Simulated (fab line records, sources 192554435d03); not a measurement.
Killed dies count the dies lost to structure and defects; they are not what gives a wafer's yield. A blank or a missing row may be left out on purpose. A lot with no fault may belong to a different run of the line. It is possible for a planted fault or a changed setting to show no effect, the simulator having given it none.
Comparing a struck lot with a sound one / flow n5 finfet / 40 out of 1938 route steps
Sound: these wafers, L992.1, L992.2, L992.4. Wafers L103.3, L103.5, L103.6 were the ones struck. The cause is named last.
Each step with rows lists, per side, the tool, then ch with its chambers, then its first start. Under that, the readings that differ: sound wafers / struck wafers / difference of the means / sigmas: that difference in standard deviations of wafers without a fault.
alike: words and numbers the same on both sides, and readings whose means are apart by under 2 such deviations; not compared: readings that were withheld, readings missing a value for some wafer, numbers with overlapping values and no deviation given by the record, and bounds like >300 which may hide the same value.
A row with sigmas, a row that says differs or no value, or rows on one side alone: a step with any of these is where the two part. Numbers that don't overlap but have no deviation are shown without sigmas and don't part them. A reading missing from all wafers of one side parts the sides only when that side holds two or more wafers.

first, 9 steps without rows for these wafers: N5_SD_EPI_N_COAT_33 (time 60 s, resist thk 35 nm); N5_SD_EPI_N_COAT_03 (resist thk 150 nm); N5_SD_EPI_N_EBR_05; N5_SD_EPI_N_SOFTBAKE_04 (time 60 s); N5_SD_EPI_N_EXPOSE_06 (exposes mask SD N BLK, target cd 120 nm); N5_SD_EPI_N_PEB_07 (peb time 60 s); N5_SD_EPI_N_DEVELOP_08 (develop time 30 s); N5_SD_EPI_N_DESCUM_14 (chemistry O2, time 7.9 s); N5_SD_EPI_N_ETCH_34 (etches SiARC in CF4, target depth 45.5 nm, time 75.8 s).
N5_SD_EPI_N_ETCH_35: etches SOC in N2/H2, overetch 108 nm, time 486 s.
  sound on rie diel-05 ch 0,1,3, day 3 14:21; struck on rie diel-05 ch 2,3, day 6 12:59
  alike: chamber pressure mTorr, drypump motor current A, oes product au, rf vpp V, showerhead plenum p Torr, throttle valve pct
  not compared: rf hours counter h
then, 17 steps without rows for these wafers: N5_SD_EPI_N_STRIP_36 (strips in N2/H2); N5_SD_EPI_N_ETCHBACK_44 (etches SiNx in CH3F/O2, stops on SiO2, target depth 14.5 nm); N5_SD_EPI_N_ETCH_45 (etches SiOCN in CH3F/O2, target depth 6 nm); N5_SD_EPI_N_ETCH_16 (etches SiO2 in CHF3/O2, target depth 5 nm); N5_SD_EPI_N_STRIP_47 (strips in CHF3/O2); N5_SD_EPI_N_SD_RECESS_17 (chemistry HBr/Cl2/O2, target depth 41 nm, time 23.7 s, bt time 3 s); N5_SD_EPI_N_STRIP_38 (strips in N2/H2); N5_SD_EPI_N_WET_ETCH_43 (etches SiO2 in dHF, time 14 s, target depth 1.5 nm); N5_SD_EPI_N_STRIP_18 (strips in SPM, time 750 s); N5_SD_EPI_N_SRD_20 (time 30 s); N5_SD_EPI_N_PRECLEAN_48 (cleans in NF3:NH3, afs cycles 2, time 20 s, sublimation time 60 s); N5_SD_EPI_N_VAPOR_ETCH_50 (etches Si in HCl, time 54 s); N5_SD_EPI_N_EPI_21 (deposits Si:P, time 690 s); N5_SD_EPI_N_PRECLEAN_24 (cleans in O3/DIW, time 60 s); N5_SD_EPI_N_SRD_25 (time 30 s); N5_SD_EPI_N_PRECLEAN_49 (cleans in NF3:NH3, afs cycles 1, time 20 s, sublimation time 60 s); N5_SD_EPI_N_LINER_46 (material SiNx, target thk 3 nm).
N5_SD_EPI_N_INSPECT_26: inspects for defects (darkfield).
  sound on defect inspect-02, day 3 18:12; struck on defect inspect-02, day 6 17:38
reading=raw defect count; sound=230 290 260; struck=759 706 749; difference=+478; sigmas=+11
then, 8 steps without rows for these wafers: N5_SD_EPI_P_COAT_34 (time 60 s, resist thk 350 nm); N5_SD_EPI_P_COAT_35 (time 60 s, resist thk 35 nm); N5_SD_EPI_P_COAT_03 (resist thk 150 nm); N5_SD_EPI_P_EBR_05; N5_SD_EPI_P_SOFTBAKE_04 (time 60 s); N5_SD_EPI_P_EXPOSE_06 (exposes mask SD P BLK, target cd 240 nm); N5_SD_EPI_P_PEB_07 (peb time 60 s); N5_SD_EPI_P_DEVELOP_08 (develop time 30 s).
N5_SD_EPI_P_INSPECT_11: inspects for defects (macro).
  sound on defect inspect-02, day 3 18:39; struck on defect inspect-02, day 6 18:06
reading=raw defect count; sound=3 0 2; struck=>300 >300 >300; difference=differs; sigmas=
N5_SD_EPI_P_INSPECT_26: inspects for defects (darkfield).
  sound on defect inspect-01, day 3 22:25; struck on defect inspect-01, day 6 22:58
reading=raw defect count; sound=181 264 224; struck=722 719 732; difference=+501; sigmas=+14
-- here the record skips 5 days between the struck wafers' starts before and after, leaving off in module SD_EPI_P and picking up in module BEOL_M4 (first step shown: number 1111 of the route) --
N5_BEOL_M4_RC_MEAS_101:
  sound on prober-01 ch 0, day 8 08:12; struck on prober-01 ch 0, day 11 12:44
  alike: DIBL_N, DIBL_P, IOFF_N, IOFF_P, ION_N, ION_P, SS_N, SS_P, VT_N, VT_P
-- here the record skips 5 days between the struck wafers' starts before and after, leaving off in module BEOL_M4 and picking up in module PASSIVATION (first step shown: number 1936 of the route) --
N5_PASSIVATION_PROBE_49:
  the record has rows for the struck wafers here (prober-02, day 16 07:59) and none for the sound ones

## WHERE THEY PART
Last at N5_PASSIVATION_PROBE_49 as far as this record goes, first at N5_SD_EPI_N_INSPECT_26.

WHY: what the simulator had put in
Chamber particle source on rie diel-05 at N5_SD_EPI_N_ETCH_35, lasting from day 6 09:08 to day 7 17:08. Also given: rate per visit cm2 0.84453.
